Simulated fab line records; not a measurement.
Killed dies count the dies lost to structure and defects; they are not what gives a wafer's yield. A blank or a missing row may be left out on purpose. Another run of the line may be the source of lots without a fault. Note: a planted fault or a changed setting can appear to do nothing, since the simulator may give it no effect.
Which tool did it?	flow n5_finfet	Sampling: 6 lots, 17 wafers, 2 of 1938 route steps

## WHAT EACH GAUGE READ, for each wafer
N5_BEOL_M15_OVL_MEAS_11.
lot	measured	on	V14_OVL (nm)
L551	day 12 22:09	overlay-02	-5 -6 9
L553	day 13 10:45	overlay-02	1 -1 -9
L561	day 15 06:07	overlay-02	-4 3 -6
L566	day 16 18:17	overlay-02	-6 -6 -7
L568	day 17 06:52	overlay-02	-1 -6
L571	day 18 00:07	overlay-01	-9 -10 -10

## EACH LOT AND THE TOOL THAT RAN IT (in order: tool; ch and the chambers of the sampled wafers; start)
lot	N5_BEOL_M3_CVD_47
L551	cvd_co-02 ch 0,1,2, day 8 20:35
L553	cvd_co-02 ch 0,1,2, day 9 02:02
L561	cvd_co-01 ch 0,1,2, day 10 22:49
L566	cvd_co-02 ch 0,1,2, day 12 14:56
L568	cvd_co-02 ch 1,2, day 12 20:08
L571	cvd_co-02 ch 2, day 13 09:24
- N5_BEOL_M3_CVD_47: deposits Co from CCTBA/H2, target thk 3 nm, time 223.8 s.

## THE ANSWER, worked out from the rows above alone
Rule: usual is defined by the lots themselves. The widest of any qualifying gaps counts: lots, ordered by their means at a reading, are off when they make up no more than a third of the lots, leave a main group of 4 or more, and stand apart from it by 3 or more times the standard deviation of that group's means. A main group whose means are all the same, to the digits that the tables above print for the reading, isn't used. A lot without any number at a reading at which 4 lots or more have one is off too. The other lots that the step has rows for count as sound.
Nothing can be told from this: no lot is off at any reading shown.

## WHAT THE SIMULATOR HAD PUT IN
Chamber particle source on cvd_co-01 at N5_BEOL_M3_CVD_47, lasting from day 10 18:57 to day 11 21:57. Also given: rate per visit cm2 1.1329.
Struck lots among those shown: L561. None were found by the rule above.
